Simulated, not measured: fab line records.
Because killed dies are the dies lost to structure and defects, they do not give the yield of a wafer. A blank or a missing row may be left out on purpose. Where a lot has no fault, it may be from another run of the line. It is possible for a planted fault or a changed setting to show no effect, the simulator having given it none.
fab line records	flow nand_harc
record: lots: 14	wafers: 42	last_day: 34
route steps=1302 shown THIN_TSV@1250 END@1302
lots with no fault: from the same line, run without faults
start_h: hours from the record's first day to the start of the lot's first wafer shown	wait_h: how many hours have passed since the lot's step before this one	" the same as in the row above	L1.1+2: one row covering several wafers at once	- no value, or no start given	* or withheld: withheld	< > ~ a bound
route shown NAME@n: a module of which the file shows steps, and the number in the route of the first	usual: mean/standard deviation taken from wafers without a fault	same: alike in all rows	chamber/n: place in a boat	sites: the reading at each site	_std_site: standard deviation across them	_edge_site: mean of outer sites minus mean of inner sites	radius_mm: how far each site lies from the wafer's centre	mask NAME#n: copy n	behind: the last tool/chamber to shape the wafer	hold: what put the lot on hold/how long, in hours/how the hold closed	device: the n, p or np transistor that did not switch	end of line: at the end of the route, the tests of the same wafers	step lacking rows: just its recipe	killed: the dies lost at the first sort to structure and to defects; this is not the yield of the wafer	map: shows each die of a wafer: x if killed, . if not, _ if none is there
set.NAME: the setting the step ran with; set.NAME@STEP: the setting that earlier step ran with	model.NAME: the simulator's own value behind a step, which no gauge read
route steps across a sampled set of lots; one table per step, one row per wafer
services: a tool's chamber out of use, with start hour (start_h, from the record's first day; less than 0 if before it), hours out, and reason
== steps ==
step: NHARC_THIN_TSV_DEP_43
recipe: target_thk_a: 13285	temp_c: withheld	pressure_torr: 6.5	rf_w: 900	teos_flow_sccm: 161.4	flow_sccm: 2650	target_thk_nm: 1328.5	gas: O2	material: SiO2
usual: throttle_valve_pct: 16.3/0.33
lot.wafer	tool	chamber	start_h	wait_h	throttle_valve_pct
L606.3	pecvd-01	2	553.17	-	16.4
L606.5	"	0	"	"	16.3
L606.6	"	1	"	"	16.5
L605.1	pecvd-01	0	561.62	-	16.2
L605.4	"	1	"	"	16.8
L605.6	"	2	"	"	16.4
L608.2	pecvd-01	1	584.32	-	16.5
L608.3	"	2	"	"	16.6
L608.5	"	2	"	"	16.5
L609.6	pecvd-03	2	592.34	-	15.6
L609.4	"	0	"	"	16.0
L609.5	"	1	"	"	16.5
L610.2	pecvd-03	2	608.04	-	15.4
L610.1	"	0	"	"	16.1
L610.4	"	1	"	"	16.5
L611.1	pecvd-04	0	609.22	-	16.8
L611.3	"	2	"	"	16.4
L611.5	"	1	"	"	16.0
L612.1	pecvd-04	2	619.85	-	16.1
L612.2	"	0	"	"	16.7
L612.3	"	1	"	"	16.1
L617.2	pecvd-01	0	650.74	-	16.1
L617.5	"	2	"	"	16.6
L617.6	"	1	"	"	16.9
L616.3	pecvd-04	2	669.52	-	16.3
L616.5	"	0	"	"	15.7
L616.4	"	2	"	"	16.2
L618.1	pecvd-04	0	682.50	-	16.0
L618.2	"	2	"	"	16.2
L618.4	"	2	"	"	16.7
L622.2	pecvd-03	1	719.30	-	16.7
L622.1	"	2	"	"	15.9
L622.3	"	0	"	"	16.2
L626.1	pecvd-01	2	746.90	-	16.2
L626.3	"	0	"	"	16.1
L626.2	"	1	"	"	16.5
L627.3	pecvd-04	1	759.92	-	16.1
L627.1	"	2	"	"	16.3
L627.4	"	1	"	"	16.2
L628.2	pecvd-04	1	794.22	-	16.1
L628.6	"	0	"	"	16.4
L628.5	"	1	"	"	16.1
step: NHARC_THIN_TSV_CMP_21
recipe: t_overpolish_s: 30	target_thk_nm: 2000
usual: motor_current_A: 11.9/1.3	overpolish_run_s: 29.998/0.0087
lot.wafer	tool	chamber	start_h	wait_h	motor_current_A	overpolish_run_s
L606.3	cmp-01	1	558.52	-	10.7	29.990
L606.6	"	3	"	"	12.3	29.998
L606.5	"	0	"	"	11.3	29.996
L605.1	cmp-01	2	566.85	-	11.4	30.001
L605.4	"	3	"	"	12.6	29.985
L605.6	"	0	"	"	11.1	29.989
L608.3	cmp-04	1	589.48	-	13.6	29.997
L608.2	"	3	"	"	14.1	29.998
L608.5	"	0	"	"	12.5	29.999
L609.4	cmp-01	0	597.50	-	11.0	29.989
L609.6	"	1	"	"	10.5	29.987
L609.5	"	2	"	"	10.8	29.995
L610.2	cmp-04	2	613.27	-	13.6	30.004
L610.4	"	0	"	"	12.2	29.977
L610.1	"	1	"	"	12.8	30.004
L611.3	cmp-01	0	614.39	-	11.0	29.988
L611.1	"	2	"	"	11.5	29.993
L611.5	"	0	"	"	10.6	30.001
L612.1	cmp-04	1	625.08	-	13.5	30.013
L612.2	"	3	"	"	14.4	29.990
L612.3	"	0	"	"	13.1	29.993
L617.2	cmp-03	3	655.88	-	12.1	29.996
L617.5	"	2	"	"	10.0	29.999
L617.6	"	3	"	"	12.4	29.995
L616.4	cmp-04	1	674.58	-	13.6	29.995
L616.3	"	3	"	"	14.2	29.997
L616.5	"	0	"	"	12.6	29.996
L618.1	cmp-03	2	687.69	-	11.0	29.997
L618.2	"	3	"	"	12.1	29.995
L618.4	"	1	"	"	11.4	29.999
L622.2	cmp-04	2	724.44	-	12.7	30.015
L622.1	"	0	"	"	12.5	30.008
L622.3	"	1	"	"	13.6	30.014
L626.1	cmp-03	1	752.21	-	11.4	29.986
L626.2	"	2	"	"	10.5	29.987
L626.3	"	0	"	"	10.1	30.002
L627.4	cmp-01	1	765.13	-	11.4	29.983
L627.3	"	2	"	"	10.7	29.996
L627.1	"	3	"	"	12.6	30.002
L628.2	cmp-04	1	799.28	-	13.5	30.001
L628.5	"	1	"	"	13.7	29.990
L628.6	"	2	"	"	12.9	29.994
step: NHARC_THIN_TSV_PRE_CLEAN_54
recipe: time_s: 30	temp_c: 280	gas: H2/He
usual: heater_power_w: 428/52	susceptor_temp_C: 280.00/0.2
same: time_s: 30
lot.wafer	tool	chamber	start_h	wait_h	heater_power_w	susceptor_temp_C
L606.3	pvd_sputter-02	-	559.00	0.1	446	280.02
L606.5	"	-	"	"	390	279.68
L606.6	"	-	"	"	444	279.94
L605.4	pvd_sputter-03	-	567.33	0.0	538	279.81
L605.1	"	-	"	"	409	280.20
L605.6	"	-	"	"	480	280.15
L608.3	pvd_sputter-02	-	589.99	0.1	438	280.08
L608.2	"	-	"	"	473	279.49
L608.5	"	-	"	"	422	280.47
L609.4	pvd_sputter-03	-	597.95	0.1	390	280.19
L609.5	"	-	"	"	477	279.81
L609.6	"	-	"	"	393	280.04
L610.1	pvd_sputter-02	-	613.80	0.0	385	279.89
L610.2	"	-	"	"	387	280.06
L610.4	"	-	"	"	499	280.24
L611.1	pvd_sputter-03	-	614.90	0.1	387	279.78
L611.3	"	-	"	"	552	280.19
L611.5	"	-	"	"	387	279.83
L612.1	pvd_sputter-02	-	625.61	0.1	393	279.93
L612.2	"	-	"	"	434	280.04
L612.3	"	-	"	"	490	280.02
L617.2	pvd_sputter-02	-	656.41	0.1	370	-
L617.6	"	-	"	"	478	-
L617.5	"	-	"	"	375	-
L616.4	pvd_sputter-03	-	675.09	0.1	400	279.93
L616.3	"	-	"	"	535	280.14
L616.5	"	-	"	"	537	280.14
L618.2	pvd_sputter-01	-	688.24	0.0	407	-
L618.4	"	-	"	"	316	-
L618.1	"	-	"	"	400	-
L622.1	pvd_sputter-01	-	724.97	0.1	393	280.06
L622.2	"	-	"	"	397	279.99
L622.3	"	-	"	"	445	279.90
L626.3	pvd_sputter-03	-	752.74	0.1	447	-
L626.2	"	-	"	"	428	-
L626.1	"	-	"	"	431	-
L627.1	pvd_sputter-02	-	765.64	0.1	493	-
L627.4	"	-	"	"	373	-
L627.3	"	-	"	"	373	-
L628.2	pvd_sputter-01	-	799.83	0.1	323	279.91
L628.5	"	-	"	"	388	279.72
L628.6	"	-	"	"	430	279.99
step: NHARC_THIN_TSV_ETCH_59
recipe: target_depth_a: 8800	icp_w: 900	bias_w: 100	Cl2_flow_sccm: 60	bcl3_flow_sccm: 30	time_s: 138.1	chemistry: Cl2/BCl3
usual: drypump_motor_current_A: 5.9/0.4	oes_product_au: 0.999/0.012	throttle_valve_pct: 22.264/0.0093
same: time_s: 138.1
lot.wafer	tool	chamber	start_h	wait_h	drypump_motor_current_A	oes_product_au	rf_hours_counter_h	throttle_valve_pct
L606.3	rie_metal-02	1	560.45	0.2	5.6	0.997	-	22.262
L606.6	"	0	"	"	6.3	0.983	-	22.276
L606.5	"	1	"	"	5.6	0.996	-	22.245
L605.1	rie_metal-03	0	568.60	0.1	6.4	0.992	0.7	22.266
L605.4	"	0	"	"	6.4	0.992	-	22.266
L605.6	"	1	"	"	5.9	1.001	-	22.262
L608.2	rie_metal-03	1	591.37	0.1	6.0	0.999	1.4	22.254
L608.3	"	1	"	"	6.0	1.005	-	22.252
L608.5	"	0	"	"	6.4	0.997	-	22.275
L609.4	rie_metal-02	1	599.24	0.2	5.6	0.997	-	22.258
L609.5	"	1	"	"	5.6	1.003	-	22.256
L609.6	"	0	"	"	6.3	1.001	-	22.267
L610.2	rie_metal-03	0	615.15	0.1	6.4	0.991	1.9	22.251
L610.1	"	1	"	"	5.9	1.001	1.9	22.269
L610.4	"	1	"	"	5.9	1.004	-	22.256
L611.1	rie_metal-02	0	616.16	0.1	6.3	1.010	2.8	22.276
L611.3	"	0	"	"	6.3	0.991	-	22.260
L611.5	"	0	"	"	6.3	1.003	-	22.266
L612.2	rie_metal-02	0	626.96	0.1	6.3	1.002	3.0	22.262
L612.1	"	1	"	"	5.6	0.999	3.0	22.268
L612.3	"	0	"	"	6.3	0.996	-	22.280
L617.2	rie_metal-01	1	657.63	0.1	5.4	0.982	1.0	22.262
L617.5	"	1	"	"	5.4	0.990	-	22.263
L617.6	"	0	"	"	5.4	0.998	-	22.255
L616.3	rie_metal-02	0	676.52	0.1	6.3	0.984	-	22.275
L616.4	"	1	"	"	5.6	0.984	-	22.264
L616.5	"	1	"	"	5.6	0.989	-	22.275
L618.1	rie_metal-01	1	689.59	0.1	5.4	0.983	1.7	22.258
L618.2	"	0	"	"	5.4	1.004	1.7	22.272
L618.4	"	1	"	"	5.4	0.985	-	22.263
L622.1	rie_metal-02	0	726.23	0.1	6.3	0.921	1.4	22.269
L622.2	"	1	"	"	5.6	0.916	1.4	22.264
L622.3	"	1	"	"	5.6	0.912	-	22.262
L626.1	rie_metal-02	1	754.10	0.1	5.6	0.907	1.9	22.256
L626.2	"	0	"	"	6.3	0.913	1.9	22.266
L626.3	"	1	"	"	5.6	0.920	-	22.249
L627.1	rie_metal-01	0	766.98	0.1	5.4	0.995	0.0	22.279
L627.3	"	0	"	"	5.4	0.993	-	22.250
L627.4	"	1	"	"	5.4	1.002	-	22.257
L628.2	rie_metal-01	0	801.19	0.1	5.4	0.983	0.7	22.267
L628.5	"	1	"	"	5.4	1.006	-	22.272
L628.6	"	0	"	"	5.4	0.991	-	22.257
step: NHARC_END_SORT_01
recipe: temp_c: 25
usual: defect_limited_yield: 91.1/2.8	killed_at_array: 55/19	killed_at_other: 0.9/1.4	killed_at_periphery: 3.8/2.9	killed_dies: 60/19	killed_open: 3.3/1.8	killed_short: 2.6/1.6
same: gross_dies: 677
lot.wafer	tool	chamber	start_h	wait_h	defect_limited_yield[%]	killed_at_array	killed_at_other	killed_at_periphery	killed_dies	killed_open	killed_short
L616.3	prober-02	0	688.99	3.1	88.5	70	3	5	78	7	1
L616.4	prober-02	0	689.78	3.4	89.2	67	1	5	73	4	1
L616.5	prober-02	0	690.57	3.6	87.9	77	1	4	82	3	1
L618.1	prober-02	0	698.39	2.5	91.0	55	1	5	61	3	4
L626.1	prober-02	0	765.09	2.6	4.6	66	577	3	646	5	4
L626.2	prober-02	0	765.88	2.8	4.7	62	581	2	645	2	3
L626.3	prober-02	0	766.67	3.1	4.9	61	580	3	644	4	5
killed by level:class
L616.3 A_CHANNEL_HOLE_D1:chamber_film_flake=37 A_SLIT:chamber_film_flake=21 THIN_TSV:chamber_film_flake=3 A_DECK1_JOINT:geometric_particle:open=2 A_CONTACT:chamber_film_flake=2 P_GATE:geometric_particle:open=1 P_CONTACT:geometric_particle:open=1 P_M1:geometric_particle:open=1
L616.4 A_SLIT:chamber_film_flake=28 A_CHANNEL_HOLE_D1:chamber_film_flake=22 A_CONTACT:chamber_film_flake=6 A_STAIRCASE:chamber_film_flake=3 P_GATE:chamber_film_flake=2 A_DECK1_JOINT:chamber_film_flake=2 A_WL_FILL:chamber_film_flake=2 P_STI:geometric_particle:open=1
L616.5 A_SLIT:chamber_film_flake=35 A_CHANNEL_HOLE_D1:chamber_film_flake=26 A_CONTACT:chamber_film_flake=3 A_CHANNEL_FILL_D1:chamber_film_flake=2 A_DECK1_JOINT:chamber_film_flake=2 A_STAIRCASE:chamber_film_flake=2 A_WL_FILL:chamber_film_flake=2 P_GATE:geometric_particle:open=1
L618.1 A_SLIT:chamber_film_flake=25 A_CHANNEL_HOLE_D2:chamber_film_flake=10 A_CHANNEL_HOLE_D1:chamber_film_flake=7 P_GATE:chamber_film_flake=3 A_CHANNEL_FILL_D1:chamber_film_flake=3 A_WL_FILL:chamber_film_flake=2 A_CONTACT:chamber_film_flake=2 P_GATE:geometric_particle:open=1
L626.1 THIN_TSV:area_etch=577 A_CHANNEL_HOLE_D2:chamber_film_flake=36 A_SLIT:chamber_film_flake=8 A_CONTACT:chamber_film_flake=7 A_CHANNEL_HOLE_D1:chamber_film_flake=6 A_WL_FILL:chamber_film_flake=2 P_CONTACT:geometric_particle:open=1 P_M1:geometric_particle:short=1
L626.2 THIN_TSV:area_etch=581 A_CHANNEL_HOLE_D2:chamber_film_flake=20 A_CHANNEL_HOLE_D1:chamber_film_flake=15 A_SLIT:chamber_film_flake=10 A_CONTACT:chamber_film_flake=8 A_M0:chamber_film_flake=2 A_ONON_D1:geometric_particle:short=1 A_CHANNEL_FILL_D1:geometric_particle:open=1
L626.3 THIN_TSV:area_etch=580 A_CHANNEL_HOLE_D2:chamber_film_flake=25 A_CHANNEL_HOLE_D1:chamber_film_flake=11 A_CONTACT:chamber_film_flake=9 A_SLIT:chamber_film_flake=3 A_CHANNEL_FILL_D2:geometric_particle:open=2 A_CHANNEL_FILL_D2:geometric_particle:short=2 A_BLC:geometric_particle:short=2
== services ==
tool	chamber	start_h	hours	kind
cmp-01	-	532.66	0.5	repair
pvd_sputter-02	-	553.37	2.0	repair
pvd_sputter-03	-	556.64	2.2	repair
cmp-01	-	567.73	1.4	repair
pecvd-04	1	574.37	3.9	repair
cmp-01	-	579.71	4.0	pm
pvd_sputter-02	-	579.80	9.7	repair
cmp-01	-	599.68	1.8	repair
cmp-04	-	601.56	0.4	repair
cmp-01	-	604.88	2.2	repair
cmp-04	-	606.91	4.0	pm
cmp-04	-	612.70	0.5	repair
pecvd-04	-	631.00	13.0	pm
rie_metal-02	-	631.00	9.0	pm
pvd_sputter-02	-	638.00	10.0	pm
rie_metal-02	-	653.88	0.5	repair
cmp-01	-	655.91	1.8	repair
pecvd-01	-	673.00	13.0	pm
cmp-04	-	679.27	0.9	repair
cmp-04	-	685.96	1.9	repair
pecvd-04	-	691.69	0.8	repair
pecvd-04	2	694.06	17.0	repair
pecvd-04	-	697.92	3.4	repair
cmp-04	-	704.91	4.0	pm
== key ==
first_sign: step: NHARC_THIN_TSV_ETCH_59	reading: oes_product_au	direction: down	sigmas: 7.1	usual: 0.999	struck: 0.915
effect: step: NHARC_END_SORT_01	reading: defect_limited_yield	direction: down	sigmas: 31	usual: 91.1	struck: 4.7
more_kills_born_at: NHARC_THIN_TSV_ETCH_59@rie_metal-02: 1738
met_at NHARC_THIN_TSV_ETCH_59
struck_lots L622,L626
struck_wafers L622.1,L622.2,L622.3,L626.1,L626.2,L626.3
later_rows_left_out L622.1,L622.2,L622.3,L626.1,L626.2,L626.3
sort_left_out L622.1,L622.2,L622.3
not_acting_at NHARC_THIN_TSV_DEP_43,NHARC_THIN_TSV_CMP_21,NHARC_THIN_TSV_PRE_CLEAN_54
onset_between 676.52 726.23
fault: kind: process_parameter_drift	tool: rie_metal-02	chamber: -	onset_h: 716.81	steps: NHARC_THIN_TSV_ETCH_59	channel: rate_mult	offset: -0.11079	shape: step	end_h: 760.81	scope: struck_wafers_only
sort_left_out: the simulated sort isn't trusted on such a fault, so these wafers' sort isn't shown, and their yield isn't known
later_rows_left_out: the simulator's readings of these wafers behind a module that went badly wrong aren't trusted and aren't shown, but for the sort
